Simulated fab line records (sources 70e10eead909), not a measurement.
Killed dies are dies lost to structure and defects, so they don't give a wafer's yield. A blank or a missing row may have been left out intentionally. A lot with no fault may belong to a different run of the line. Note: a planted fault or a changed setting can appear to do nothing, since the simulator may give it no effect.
fab line records -- flow nandHarc -- part 1 of 2: steps 1 to 22 of 33
[record] lots = 5, wafers = 15, lastDay = 32
route steps=1302 shown A_SLIT@943 A_SIN_REMOVE@947 A_WL_FILL@952
lots untouched by any fault: they come from a run of this same line in which no faults occurred
startH: hours from the record's first day to the start of the lot's first wafer shown -- waitH: time in hours since the lot's previous step -- " identical to the entry in the row above -- L1.1+2: a row that stands for several wafers -- - no value, or no start given -- * or withheld: withheld -- < > ~ a bound
route shown NAME@n: a module of which the file shows steps, and the number in the route of the first -- usual: the fault-free wafers' mean and standard deviation -- same: alike in all rows -- chamber/n: place in a boat -- sites: per-site readings -- _std_site: the standard deviation of these -- _edge_site: mean of outer sites minus mean of inner sites -- radiusMm: for every site, how far away it sits from the centre of the wafer -- mask NAME#n: copy n -- behind: the tool/chamber that last shaped the wafer -- hold: why the lot was held/for how many hours/how that ended -- device: transistor that didn't switch, given as n, p or np -- end of line: the route-end tests of the same wafers -- step lacking rows: just its recipe -- killed: count of dies lost to structure and defects at first sort (not the wafer's yield) -- map: the dies of a wafer, with x for killed, . for not killed, _ for no die there
set.NAME: setting as actually run; set.NAME@STEP: the setting as run at that earlier step -- model.NAME: the simulator's own value behind a step, which no gauge read
lots at some steps of the route; a table a step, a row a wafer
services: a tool's chamber out of use, with start hour (startH, from the record's first day; less than 0 if before it), hours out, and reason
[[steps]]
[step NHARC_A_SLIT_STRIP_18]
[recipe] o2FlowSccm = 500, arFlowSccm = 0, biasW = 0, chemistry = O2
[usual] drypumpMotorCurrentA = 5.6/0.36, o2FlowSccm = 499.8/1.4, oesProductAu = 0.998/0.0075, rfVppV = 58.0/0.91, showerheadPlenumPTorr = 3.57/0.16, throttleValvePct = 17.035/0.01
lot.wafer,tool,chamber,startH,waitH,drypumpMotorCurrentA,o2FlowSccm,oesProductAu,rfHoursCounterH,rfVppV,showerheadPlenumPTorr,throttleValvePct
L080.3,rieDiel-07,2,-,-,5.7,500.2,1.023,3,59.1,3.76,17.043
L080.2,rieDiel-07,3,-,-,5.8,497.6,0.999,3,59.4,3.76,17.048
L080.6,rieDiel-07,2,-,-,5.8,500.6,0.994,-,58.3,3.76,17.031
L085.2,rieDiel-12,2,-,-,5.5,497.5,0.999,8,58.3,3.70,17.029
L085.4,rieDiel-12,0,-,-,6.0,501.2,0.991,8,57.2,3.34,17.040
L085.6,rieDiel-12,3,-,-,5.9,499.7,0.993,-,56.8,3.61,17.027
L087.4,rieDiel-03,1,-,-,5.8,502.3,0.986,6,57.1,3.29,17.022
L087.3,rieDiel-03,2,-,-,5.3,502.6,0.999,5,56.4,3.65,17.047
L087.6,rieDiel-03,3,-,-,6.3,497.8,0.986,-,58.4,3.58,17.037
L092.2,rieDiel-12,0,-,-,6.0,498.6,0.988,0,57.4,3.34,17.033
L092.4,rieDiel-12,1,-,-,5.2,499.7,0.993,1,56.9,3.35,17.034
L092.5,rieDiel-12,1,-,-,5.2,498.6,0.998,-,58.5,3.35,17.034
L095.1,rieDiel-12,0,-,-,6.0,499.1,0.992,2,57.8,3.34,17.031
L095.5,rieDiel-12,1,-,-,5.3,500.7,0.996,-,57.2,3.35,17.048
L095.6,rieDiel-12,2,-,-,5.5,500.1,1.004,-,58.7,3.70,17.042
[step NHARC_A_SLIT_PRECLEAN_19]
[recipe] timeS = *, tempC = 50, bathAgeMin = 0, chemistry = SC1
[usual] bathHeatDutyPct = 7.3/0.97, nh4ohFlowMLMin = 28.31/0.099
lot.wafer,tool,chamber,startH,waitH,bathHeatDutyPct,nh4ohFlowMLMin
L080.3,wetBench-07,5,511.65,-,6.8,28.45
L080.2,wetBench-07,0,511.65,-,7.8,28.56
L080.6,wetBench-07,1,511.65,-,6.0,28.46
L085.6,wetBench-07,3,578.13,-,8.6,28.24
L085.4,wetBench-07,5,578.13,-,8.0,28.21
L085.2,wetBench-07,0,578.13,-,7.6,28.34
L087.3,wetBench-01,0,581.95,-,7.8,28.32
L087.4,wetBench-01,2,581.95,-,9.6,28.39
L087.6,wetBench-01,3,581.95,-,7.1,28.25
L092.4,wetBench-07,3,638.60,-,8.1,28.31
L092.2,wetBench-07,6,638.60,-,5.8,28.33
L092.5,wetBench-07,7,638.60,-,6.3,28.29
L095.5,wetBench-07,1,662.76,-,5.2,28.34
L095.6,wetBench-07,3,662.76,-,7.2,28.48
L095.1,wetBench-07,6,662.76,-,6.2,28.48
[step NHARC_A_SLIT_SRD_20]
lot.wafer,tool,chamber,startH,waitH
L080.3+2+6,wetBench-07,"5,0,1",-,-
L085.6+4+2,wetBench-07,"3,5,0",-,-
L087.3+4+6,wetBench-01,"0,2,3",-,-
L092.4+2+5,wetBench-07,"3,6,7",-,-
L095.5+6+1,wetBench-07,"1,3,6",-,-
[step NHARC_A_SLIT_CD_MEAS_21]
[usual] cdNm = 289.7/0.82
lot.wafer,tool,chamber,startH,waitH,cdNm
L080.2,cdSem-02,-,511.79,-,289.3
L080.3,cdSem-02,-,511.79,-,289.4
L080.6,cdSem-02,-,511.79,-,289.8
L085.2,cdSem-03,-,578.28,-,289.5
L085.4,cdSem-03,-,578.28,-,289.4
L085.6,cdSem-03,-,578.28,-,289.1
L087.3,cdSem-03,-,582.09,-,288.2
L087.4,cdSem-03,-,582.09,-,287.8
L087.6,cdSem-03,-,582.09,-,288.0
L092.2,cdSem-03,-,638.74,-,290.5
L092.4,cdSem-03,-,638.74,-,290.7
L092.5,cdSem-03,-,638.74,-,290.5
L095.1,cdSem-02,-,662.90,-,290.3
L095.5,cdSem-02,-,662.90,-,290.2
L095.6,cdSem-02,-,662.90,-,289.4
[step NHARC_A_SIN_REMOVE_WET_00]
[recipe] tempC = 160, timeS = 15300, chemistry = H3PO4
[usual] bathHeatDutyPct = 25.5/2.2
lot.wafer,tool,chamber,startH,waitH,bathHeatDutyPct
L080.2,wetH3po4-02,0,513.46,1.7,29.2
L080.3,wetH3po4-02,0,513.46,1.7,30.8
L080.6,wetH3po4-02,0,513.46,1.7,25.9
L085.2,wetH3po4-02,0,580.24,2.0,28.1
L085.4,wetH3po4-02,0,580.24,2.0,28.5
L085.6,wetH3po4-02,0,580.24,2.0,27.5
L087.3,wetH3po4-01,1,583.76,1.7,26.6
L087.4,wetH3po4-01,1,583.76,1.7,25.8
L087.6,wetH3po4-01,1,583.76,1.7,25.4
L092.2,wetH3po4-01,0,640.41,1.7,24.1
L092.4,wetH3po4-01,0,640.41,1.7,25.9
L092.5,wetH3po4-01,0,640.41,1.7,25.3
L095.1,wetH3po4-01,0,664.55,1.6,22.9
L095.5,wetH3po4-01,0,664.55,1.6,23.5
L095.6,wetH3po4-01,0,664.55,1.6,25.2
[step NHARC_A_SIN_REMOVE_PRECLEAN_01]
[recipe] timeS = *, tempC = 50, bathAgeMin = 0, chemistry = SC1
[usual] bathHeatDutyPct = 7.1/0.91, nh4ohFlowMLMin = 28.29/0.097
lot.wafer,tool,chamber,startH,waitH,bathHeatDutyPct,nh4ohFlowMLMin
L080.6,wetBench-04,7,518.21,0.0,5.8,28.21
L080.3,wetBench-04,0,518.21,0.0,7.6,28.36
L080.2,wetBench-04,3,518.21,0.0,8.0,28.24
L085.6,wetBench-05,4,585.07,0.0,6.6,28.23
L085.4,wetBench-05,5,585.07,0.0,6.0,28.27
L085.2,wetBench-05,1,585.07,0.0,5.8,28.22
L087.4,wetBench-09,3,588.58,0.0,6.8,28.33
L087.6,wetBench-09,5,588.58,0.0,6.0,28.24
L087.3,wetBench-09,7,588.58,0.0,6.5,28.10
L092.5,wetBench-04,5,645.16,0.0,7.0,28.32
L092.2,wetBench-04,6,645.16,0.0,7.0,28.41
L092.4,wetBench-04,1,645.16,0.0,7.5,28.25
L095.6,wetBench-04,1,669.31,0.0,6.9,28.30
L095.5,wetBench-04,2,669.31,0.0,7.2,28.23
L095.1,wetBench-04,5,669.31,0.0,7.4,28.48
[step NHARC_A_SIN_REMOVE_SRD_02]
lot.wafer,tool,chamber,startH,waitH
L080.6+3+2,wetBench-04,"7,0,3",-,-
L085.6+4+2,wetBench-05,"4,5,1",-,-
L087.4+6+3,wetBench-09,"3,5,7",-,-
L092.5+2+4,wetBench-04,"5,6,1",-,-
L095.6+5+1,wetBench-04,"1,2,5",-,-
[step NHARC_A_SIN_REMOVE_INSPECT_04]
[usual] rawDefectCount = 417/99
lot.wafer,tool,chamber,startH,waitH,rawDefectCount
L080.2,defectInspect-01,-,518.38,0.0,359
L080.3,defectInspect-01,-,518.38,0.0,405
L080.6,defectInspect-01,-,518.38,0.0,310
L085.2,defectInspect-02,-,585.25,0.0,277
L085.4,defectInspect-02,-,585.25,0.0,370
L085.6,defectInspect-02,-,585.25,0.0,292
L087.3,defectInspect-01,-,588.76,0.0,386
L087.4,defectInspect-01,-,588.76,0.0,400
L087.6,defectInspect-01,-,588.76,0.0,321
L092.2,defectInspect-02,-,645.35,0.0,327
L092.4,defectInspect-02,-,645.35,0.0,315
L092.5,defectInspect-02,-,645.35,0.0,321
L095.1,defectInspect-01,-,669.49,0.0,342
L095.5,defectInspect-01,-,669.49,0.0,400
L095.6,defectInspect-01,-,669.49,0.0,377
[step NHARC_A_WL_FILL_ALD_00]
[recipe] targetThkA = 30, pulseTimeS = 3, aldCycles = 30, tempC = 300, material = Al2O3
[usual] heaterPowerW = 468/38, precursorPulseHeightRel = 0.998/0.019
lot.wafer,tool,chamber,startH,waitH,heaterPowerW,precursorPulseHeightRel
L080.3,aldHk-01,2,518.48,0.1,517,0.997
L080.2,aldHk-01,3,518.48,0.1,459,0.999
L080.6,aldHk-01,2,518.48,0.1,521,1.018
L085.2,aldHk-03,1,585.82,0.6,404,0.989
L085.4,aldHk-03,0,585.82,0.6,555,1.010
L085.6,aldHk-03,1,585.82,0.6,433,0.998
L087.3,aldHk-01,0,588.83,0.1,491,0.965
L087.4,aldHk-01,3,588.83,0.1,454,0.995
L087.6,aldHk-01,1,588.83,0.1,468,0.999
L092.2,aldHk-01,1,645.47,0.1,477,0.958
L092.4,aldHk-01,2,645.47,0.1,527,1.008
L092.5,aldHk-01,0,645.47,0.1,499,0.998
L095.1,aldHk-03,2,669.60,0.1,468,1.034
L095.6,aldHk-03,0,669.60,0.1,559,1.009
L095.5,aldHk-03,1,669.60,0.1,414,0.977
[step NHARC_A_WL_FILL_RTA_01]
[recipe] tempC = 1000, timeS = 5
[usual] lampPowerPct = 28.5/1, wafer_temp_C_max = 1003.3/0.71
lot.wafer,tool,chamber,startH,waitH,lampPowerPct,wafer_temp_C_max
L080.2,rtpAnneal-01,0,518.93,-,29.3,1002.9
L080.3,rtpAnneal-01,0,518.93,-,29.3,1003.1
L080.6,rtpAnneal-01,0,518.93,-,29.3,1002.9
L085.2,rtpAnneal-02,0,586.28,0.4,27.1,1003.5
L085.4,rtpAnneal-02,0,586.28,0.4,27.1,1002.0
L085.6,rtpAnneal-02,0,586.28,0.4,27.2,1003.4
L087.3,rtpAnneal-02,0,589.15,-,27.1,1002.7
L087.4,rtpAnneal-02,0,589.15,-,27.2,1003.0
L087.6,rtpAnneal-02,0,589.15,-,27.1,1002.3
L092.2,rtpAnneal-01,0,645.71,-,29.3,1004.0
L092.4,rtpAnneal-01,0,645.71,-,29.3,1003.3
L092.5,rtpAnneal-01,0,645.71,-,29.3,1004.0
L095.1,rtpAnneal-02,0,669.81,-,27.2,1003.3
L095.5,rtpAnneal-02,0,669.81,-,27.1,1003.7
L095.6,rtpAnneal-02,0,669.81,-,27.0,1003.9
[step NHARC_A_WL_FILL_ALD_02]
[recipe] targetThkA = 20, pulseTimeS = 3, aldCycles = 100, tempC = 450, material = TiN
[usual] heaterPowerW = 1078/75, precursorPulseHeightRel = 1.000/0.02
lot.wafer,tool,chamber,startH,waitH,heaterPowerW,precursorPulseHeightRel
L080.3,aldMetal-01,1,519.12,0.1,1144,1.021
L080.2,aldMetal-01,2,519.12,0.1,1132,0.995
L080.6,aldMetal-01,1,519.12,0.1,1178,0.965
L085.4,aldMetal-03,2,586.54,0.2,1092,0.969
L085.2,aldMetal-03,3,586.54,0.2,1100,0.966
L085.6,aldMetal-03,0,586.54,0.2,944,1.009
L087.4,aldMetal-02,3,589.31,0.1,1130,1.010
L087.3,aldMetal-02,0,589.31,0.1,1149,1.014
L087.6,aldMetal-02,0,589.31,0.1,1155,1.056
L092.4,aldMetal-01,3,645.90,0.1,950,0.993
L092.2,aldMetal-01,1,645.90,0.1,1187,1.008
L092.5,aldMetal-01,0,645.90,0.1,977,1.025
L095.1,aldMetal-02,1,670.13,0.3,1066,0.985
L095.6,aldMetal-02,2,670.13,0.3,1109,0.995
L095.5,aldMetal-02,3,670.13,0.3,1143,1.022
[step NHARC_A_WL_FILL_CVD_03]
[recipe] targetThkA = 400, tempC = 300, pressureTorr = 40, wf6FlowSccm = 40, h2FlowSccm = 1600, arFlowSccm = 1560, timeS = 279, material = W
[usual] heaterPowerW = 479/21, throttleValvePct = 8.08/0.23
lot.wafer,tool,chamber,startH,waitH,heaterPowerW,throttleValvePct
L080.2,cvdW-01,0,519.56,0.1,472,7.81
L080.3,cvdW-01,0,519.56,0.1,485,7.88
L080.6,cvdW-01,1,519.56,0.1,495,7.95
L085.2,cvdW-02,1,586.90,0.1,498,8.53
L085.4,cvdW-02,0,586.90,0.1,465,8.72
L085.6,cvdW-02,1,586.90,0.1,495,8.27
L087.3,cvdW-01,0,589.84,0.2,461,7.87
L087.4,cvdW-01,1,589.84,0.2,493,7.92
L087.6,cvdW-01,0,589.84,0.2,455,8.18
L092.2,cvdW-01,0,646.39,0.1,452,8.12
L092.4,cvdW-01,0,646.39,0.1,449,8.17
L092.5,cvdW-01,1,646.39,0.1,497,8.08
L095.1,cvdW-01,1,670.46,0.1,495,8.12
L095.6,cvdW-01,1,670.46,0.1,494,7.66
L095.5,cvdW-01,0,670.46,0.1,450,7.97
[step NHARC_A_WL_FILL_ETCHBACK_04]
[recipe] targetDepthA = 600, timeS = 120, chemistry = NF3
[usual] drypumpMotorCurrentA = 5.8/0.35, oesProductAu = 1.000/0.0075
lot.wafer,tool,chamber,startH,waitH,drypumpMotorCurrentA,oesProductAu,rfHoursCounterH
L080.2,rieMetal-01,1,519.93,0.3,5.7,1.004,1.7
L080.3,rieMetal-01,0,519.93,0.3,5.8,1.003,-
L080.6,rieMetal-01,0,519.93,0.3,5.8,0.998,-
L085.2,rieMetal-01,1,587.28,0.3,5.7,0.992,0.0
L085.4,rieMetal-01,0,587.28,0.3,5.8,0.998,-
L085.6,rieMetal-01,1,587.28,0.3,5.7,0.995,-
L087.3,rieMetal-01,1,590.18,0.3,5.8,0.998,-
L087.4,rieMetal-01,0,590.18,0.3,5.8,1.006,-
L087.6,rieMetal-01,1,590.18,0.3,5.8,0.994,-
L092.2,rieMetal-03,0,646.75,0.3,5.7,0.992,1.8
L092.4,rieMetal-03,1,646.75,0.3,6.5,0.999,-
L092.5,rieMetal-03,1,646.75,0.3,6.4,0.993,-
L095.1,rieMetal-03,0,670.87,0.4,5.7,0.999,2.1
L095.5,rieMetal-03,1,670.87,0.4,6.5,1.013,-
L095.6,rieMetal-03,0,670.87,0.4,5.7,0.994,-
[step NHARC_A_WL_FILL_ETCHBACK_05]
[recipe] targetDepthA = 220, timeS = 60, tempC = 40, chemistry = Cl2/BCl3
[usual] drypumpMotorCurrentA = 5.8/0.34, oesProductAu = 1.000/0.0064
lot.wafer,tool,chamber,startH,waitH,drypumpMotorCurrentA,oesProductAu,rfHoursCounterH
L080.2,rieMetal-01,1,520.17,0.2,5.8,1.004,1.9
L080.3,rieMetal-01,0,520.17,0.2,5.8,1.001,-
L080.6,rieMetal-01,0,520.17,0.2,5.8,1.000,-
L085.2,rieMetal-01,1,587.53,0.2,5.8,0.985,0.1
L085.4,rieMetal-01,1,587.53,0.2,5.8,0.995,-
L085.6,rieMetal-01,0,587.53,0.2,5.8,1.001,-
L087.4,rieMetal-01,0,590.38,0.1,5.8,0.996,-
L087.3,rieMetal-01,1,590.38,0.1,5.7,0.999,-
L087.6,rieMetal-01,0,590.38,0.1,5.8,1.002,-
L092.2,rieMetal-03,1,646.97,0.2,6.5,1.000,2.0
L092.4,rieMetal-03,0,646.97,0.2,5.7,1.008,-
L092.5,rieMetal-03,1,646.97,0.2,6.5,1.000,-
L095.1,rieMetal-03,1,671.09,0.2,6.5,1.007,2.3
L095.5,rieMetal-03,0,671.09,0.2,5.7,0.995,-
L095.6,rieMetal-03,1,671.09,0.2,6.5,1.000,-
[step NHARC_A_WL_FILL_STRIP_27]
[recipe] powerW = 1500, tempC = 250, timeS = 20, chemistry = N2/H2
[usual] drypumpMotorCurrentA = 5.8/0.38, heaterPowerW = 348/45
lot.wafer,tool,chamber,startH,waitH,drypumpMotorCurrentA,heaterPowerW,rfHoursCounterH
L080.2,plasmaAsher-02,1,520.40,0.2,6.5,277,17
L080.3,plasmaAsher-02,0,520.40,0.2,5.7,318,-
L080.6,plasmaAsher-02,1,520.40,0.2,6.5,279,-
L085.2,plasmaAsher-01,1,587.89,0.3,5.4,403,12
L085.4,plasmaAsher-01,1,587.89,0.3,5.4,390,-
L085.6,plasmaAsher-01,1,587.89,0.3,5.4,396,-
L087.3,plasmaAsher-02,0,590.54,0.1,5.7,315,-
L087.4,plasmaAsher-02,1,590.54,0.1,6.5,269,-
L087.6,plasmaAsher-02,0,590.54,0.1,5.7,321,-
L092.2,plasmaAsher-01,0,647.11,0.1,5.8,365,25
L092.4,plasmaAsher-01,0,647.11,0.1,5.9,358,-
L092.5,plasmaAsher-01,0,647.11,0.1,5.8,365,-
L095.1,plasmaAsher-01,1,671.22,0.1,5.4,398,29
L095.6,plasmaAsher-01,1,671.22,0.1,5.4,390,-
L095.5,plasmaAsher-01,0,671.22,0.1,5.8,359,-
[step NHARC_A_WL_FILL_STRIP_28]
[recipe] timeS = 1200, tempC = 72.5, chemistry = postEtchResidueRemover
[usual] bathHeatDutyPct = 14.2/1.6
lot.wafer,tool,chamber,startH,waitH,bathHeatDutyPct
L080.6,wetBench-06,6,520.55,0.0,12.9
L080.3,wetBench-06,1,520.55,0.0,14.2
L080.2,wetBench-06,3,520.55,0.0,15.8
L085.2,wetBench-07,1,588.07,0.2,11.1
L085.6,wetBench-07,3,588.07,0.2,15.9
L085.4,wetBench-07,4,588.07,0.2,15.2
L087.3,wetBench-06,4,590.67,0.1,15.1
L087.6,wetBench-06,6,590.67,0.1,15.0
L087.4,wetBench-06,1,590.67,0.1,13.9
L092.5,wetBench-07,0,647.33,0.1,15.3
L092.2,wetBench-07,1,647.33,0.1,10.7
L092.4,wetBench-07,2,647.33,0.1,12.6
L095.6,wetBench-06,3,671.41,0.1,14.7
L095.5,wetBench-06,5,671.41,0.1,12.6
L095.1,wetBench-06,6,671.41,0.1,14.2
[step NHARC_A_WL_FILL_PRECLEAN_06]
[recipe] timeS = 300, chemistry = DIW
lot.wafer,tool,chamber,startH,waitH
L080.6+3+2,wetBench-06,"6,1,3",-,-
L085.2+6+4,wetBench-07,"1,3,4",-,-
L087.3+6+4,wetBench-06,"4,6,1",-,-
L092.5+2+4,wetBench-07,"0,1,2",-,-
L095.6+5+1,wetBench-06,"3,5,6",-,-
[step NHARC_A_WL_FILL_SRD_07]
lot.wafer,tool,chamber,startH,waitH
L080.6+3+2,wetBench-06,"6,1,3",-,-
L085.2+6+4,wetBench-07,"1,3,4",-,-
L087.3+6+4,wetBench-06,"4,6,1",-,-
L092.5+2+4,wetBench-07,"0,1,2",-,-
L095.6+5+1,wetBench-06,"3,5,6",-,-
[step NHARC_A_WL_FILL_ANNEAL_08]
[recipe] tempC = 450, timeS = 1800
[usual] spikeTcBottomC = 471.2/2.1, tubeCenterTempC = 450/0.044, tube_center_temp_C_max = 451.18/0.21, zonePowerBottomPct = 7.81/0.26
lot.wafer,tool,chamber,startH,waitH,spikeTcBottomC,tubeCenterTempC,tube_center_temp_C_max,zonePowerBottomPct
L080.2,furnace-01,0,526.23,-,473.4,449.96,451.08,7.41
L080.3,furnace-01,0,526.23,-,474.4,450.03,451.16,7.39
L080.6,furnace-01,0,526.23,-,472.2,449.96,450.99,7.43
L085.2,furnace-05,0,591.29,-,470.5,450.01,451.38,8.13
L085.4,furnace-05,0,591.29,-,470.4,449.94,451.28,7.94
L085.6,furnace-05,0,591.29,-,467.9,449.98,451.06,8.10
L087.3,furnace-01,0,594.26,-,474.4,450.03,451.83,7.39
L087.4,furnace-01,0,594.26,-,475.0,449.98,451.31,7.34
L087.6,furnace-01,0,594.26,-,473.3,450.03,451.18,7.49
L092.2,furnace-02,0,651.13,-,470.5,450.01,451.21,7.86
L092.4,furnace-02,0,651.13,-,469.9,449.94,451.10,7.85
L092.5,furnace-02,0,651.13,-,471.1,450.03,451.04,7.73
L095.1,furnace-02,0,675.11,-,469.9,450.02,451.48,7.88
L095.5,furnace-02,0,675.11,-,468.7,450,451.24,7.90
L095.6,furnace-02,0,675.11,-,469.6,450.01,451.33,7.94
[step NHARC_A_WL_FILL_ALD_10]
[recipe] targetThkA = 500, pulseTimeS = 10, aldCycles = 500, tempC = 300, material = SiO2
[usual] heaterPowerW = 465/32, precursorPulseHeightRel = 0.998/0.02
lot.wafer,tool,chamber,startH,waitH,heaterPowerW,precursorPulseHeightRel
L080.2,aldHk-01,3,527.73,0.1,473,1.001
L080.3,aldHk-01,2,529.26,1.6,502,0.978
L080.6,aldHk-01,0,530.27,2.6,496,0.997
L085.2,aldHk-01,1,593.81,1.1,457,0.989
L085.4,aldHk-01,2,593.81,1.1,515,1.003
L085.6,aldHk-01,3,593.81,1.1,467,1.001
L087.3,aldHk-04,1,595.77,0.1,417,1.007
L087.4,aldHk-04,3,596.80,1.1,442,1.012
L087.6,aldHk-04,1,597.83,2.1,425,0.992
L092.2,aldHk-01,1,653.15,0.6,459,0.983
L092.4,aldHk-01,3,654.17,1.6,476,0.974
L092.5,aldHk-01,1,655.18,2.6,472,0.969
L095.1,aldHk-04,2,677.65,1.1,431,1.002
L095.6,aldHk-04,0,678.68,2.1,465,0.985
L095.5,aldHk-04,1,678.68,2.1,437,0.995
[step NHARC_A_WL_FILL_ETCHBACK_16]
[recipe] targetDepthA = 1200, timeS = 24, c4f8FlowSccm = withheld, o2FlowSccm = 8, arFlowSccm = withheld, rfW = 600, biasW = 800, chemistry = C4F8/O2/Ar
[usual] oesProductAu = 0.982/0.028, rfVppV = 722/5.8
lot.wafer,tool,chamber,startH,waitH,oesProductAu,rfHoursCounterH,rfVppV
L080.3,rieDiel-11,3,-,-,0.990,2.1,731
L080.2,rieDiel-11,0,-,-,0.995,2.0,720
L080.6,rieDiel-11,2,-,-,1.007,-,716
L085.4,rieDiel-11,1,-,-,0.920,4.3,729
L085.2,rieDiel-11,2,-,-,0.929,4.0,718
L085.6,rieDiel-11,0,-,-,0.928,-,718
L087.3,rieDiel-08,1,-,-,1.000,2.3,716
L087.4,rieDiel-08,2,-,-,1.002,2.2,715
L087.6,rieDiel-08,0,-,-,1.002,-,726
L092.2,rieDiel-11,2,-,-,0.984,0.8,717
L092.4,rieDiel-11,0,-,-,0.971,0.6,717
L092.5,rieDiel-11,2,-,-,0.980,-,718
L095.1,rieDiel-08,3,-,-,0.980,6.6,717
L095.5,rieDiel-08,0,-,-,0.983,-,727
L095.6,rieDiel-08,1,-,-,1.005,-,716
[step NHARC_A_WL_FILL_STRIP_29]
[recipe] timeS = 20, o2FlowSccm = 500, arFlowSccm = 0, biasW = 0, chemistry = O2
[usual] drypumpMotorCurrentA = 5.8/0.45, o2FlowSccm = 500.1/1.5, oesProductAu = 1.001/0.0075, rfVppV = 57.7/0.89, showerheadPlenumPTorr = 3.51/0.2, throttleValvePct = 17.036/0.0091
lot.wafer,tool,chamber,startH,waitH,drypumpMotorCurrentA,o2FlowSccm,oesProductAu,rfHoursCounterH,rfVppV,showerheadPlenumPTorr,throttleValvePct
L080.2,rieDiel-11,3,532.44,0.1,5.2,502.0,0.997,2.1,58.2,3.76,17.034
L080.3,rieDiel-11,0,532.44,0.1,5.9,500.3,0.994,2.0,57.5,3.36,17.025
L080.6,rieDiel-11,2,532.44,0.1,5.7,497.2,1.004,-,58.2,3.35,17.022
L085.4,rieDiel-11,3,597.98,0.5,5.2,500.7,0.997,4.1,56.9,3.76,17.040
L085.2,rieDiel-11,1,597.98,0.5,5.5,501.4,0.998,4.3,58.0,3.73,17.029
L085.6,rieDiel-11,0,597.98,0.5,5.9,501.7,0.997,-,58.7,3.35,17.033
L087.4,rieDiel-08,0,600.51,0.1,5.7,500.6,0.990,2.4,57.2,3.64,17.030
L087.3,rieDiel-08,2,600.51,0.1,6.0,502.2,0.990,2.2,57.7,3.29,17.042
L087.6,rieDiel-08,0,600.51,0.1,5.6,497.6,0.995,-,58.5,3.64,17.030
L092.4,rieDiel-11,2,657.34,0.1,5.7,500.4,1.007,0.8,58.6,3.35,17.043
L092.2,rieDiel-11,1,657.34,0.1,5.5,501.2,0.995,0.8,57.8,3.72,17.035
L092.5,rieDiel-11,2,657.34,0.1,5.7,500.4,0.996,-,56.7,3.35,17.031
L095.1,rieDiel-08,3,681.36,0.1,6.7,501.5,0.997,6.6,58.7,3.31,17.040
L095.5,rieDiel-08,3,681.36,0.1,6.7,501.4,1.011,-,56.2,3.31,17.041
L095.6,rieDiel-08,0,681.36,0.1,5.6,501.7,1.007,-,58.6,3.63,17.028
